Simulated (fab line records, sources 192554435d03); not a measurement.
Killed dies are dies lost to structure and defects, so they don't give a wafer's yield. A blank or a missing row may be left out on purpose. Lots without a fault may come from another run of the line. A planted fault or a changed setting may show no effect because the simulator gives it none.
Split-lot experiment | flow n5_finfet | 7 lots, 21 wafers read, on a route of 1938 steps

THE SPLIT
At N5_WELL_APT_PEB_23 (peb time 90 s), the setting peb_temp_c was moved away from the recipe's 130 C on 4 of the 21 wafers read, by -2.7% to +0.9%. The other wafers ran this setting at the recipe's value.

FROM THE SPLIT TO THE READING: what the file shows between them, 2 steps
- N5_WELL_APT_DEVELOP_24: develop time 45 s
- N5_WELL_APT_HARDBAKE_29: time 120 s

THE READING
cd_nm, in nm, at N5_WELL_APT_CD_MEAS_25 (target cd 200 nm). Fault-free wafers of this fab line usually give 199.6 nm, standard deviation 1.4 nm.

wafer  | tool, chamber at the split | peb_temp_c as run, C | against the recipe | cd_nm, nm | against lot-mates on the recipe
L077.1 | litho_track-01, 0          | 129                  | -0.8%              | 194.3     | -5.5
L077.2 | litho_track-01, 0          | 130                  | recipe             | 198.6     | -
L077.4 | litho_track-01, 0          | 130                  | recipe             | 201.0     | -
L079.2 | litho_track-05, 0          | 130                  | recipe             | 198.5     | -
L079.4 | litho_track-05, 0          | 130                  | recipe             | 199.1     | -
L079.6 | litho_track-05, 0          | 130                  | recipe             | 199.6     | -
L081.2 | litho_track-01, 0          | 127.1                | -2.2%              | 181.5     | -16.4
L081.4 | litho_track-01, 0          | 130                  | recipe             | 195.9     | -
L081.5 | litho_track-01, 0          | 130                  | recipe             | 200.0     | -
L083.2 | litho_track-05, 0          | 130                  | recipe             | 200.7     | -
L083.5 | litho_track-05, 0          | 131.2                | +0.9%              | 208.4     | +7.5
L083.6 | litho_track-05, 0          | 130                  | recipe             | 201.1     | -
L090.1 | litho_track-03, 0          | 130                  | recipe             | 197.6     | -
L090.3 | litho_track-03, 0          | 130                  | recipe             | 198.4     | -
L090.4 | litho_track-03, 0          | 130                  | recipe             | 199.9     | -
L091.2 | litho_track-01, 0          | 126.5                | -2.7%              | 176.4     | -21.2
L091.4 | litho_track-01, 0          | 130                  | recipe             | 199.3     | -
L091.6 | litho_track-01, 0          | 130                  | recipe             | 195.8     | -
L092.1 | litho_track-03, 0          | 130                  | recipe             | 201.4     | -
L092.5 | litho_track-03, 0          | 130                  | recipe             | 198.8     | -
L092.6 | litho_track-03, 0          | 130                  | recipe             | 199.2     | -

THE FIT
A straight line over all 21 wafers: cd_nm changes by +8.31 nm for each +1% of peb_temp_c; r = +0.97; the points scatter about the line by 1.6 nm.
The same after taking each lot's own level away (the mean of its wafers on the recipe; 21 wafers): +7.68 nm for each +1%; r = +0.98; scatter 1.2 nm.
On that fit, the largest move of peb_temp_c shifts the reading by 21 nm.
The lots' own levels span 197.55 to 200.90 nm, that is 2.4 times the standard deviation above.
So the lot-to-lot level changes the slope little: the two slopes agree.
Check: with one of the wafers moved furthest among these (-2.7%) left out of the fit, the line predicts -20.1 nm for it against its lot-mates. It came out at -21.2 nm against them.

OTHER SPLITS ON THESE WAFERS
These wafers also went through other splits before the reading. Each is held against what the fit with the lots' levels taken away leaves over:
other split on the same wafers          | wafers away from the commonest value | r with cd_nm (lot level and that fit taken away)
N5_ZERO_LAYER_EXPOSE_08 dose_mj         | 8                                    | +0.16
N5_ZERO_LAYER_DEVELOP_10 develop_time_s | 13                                   | +0.06
N5_WELL_APT_COAT_19 spin_rpm            | 6                                    | +0.52

THE WHOLE CHAIN: every reading that the file lists as answering this split, in the file's order
step                   | what it does             | reading                                                         | change (the file's fit)              | r (the file's)
N5_WELL_APT_CD_MEAS_25 | target cd 200 nm         | cd_nm                                                           | +7.68 nm for each +1% of the setting | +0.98
N5_WELL_APT_DESCUM_30  | chemistry O2, time 7.9 s | WELL_APT.cd_nm (the simulator's own value, which no gauge read) | +7.7 nm for each +1% of the setting  | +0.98

THE FILE'S OWN FIT
cd_nm changes by +7.68 nm for each +1% of peb_temp_c, r = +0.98.
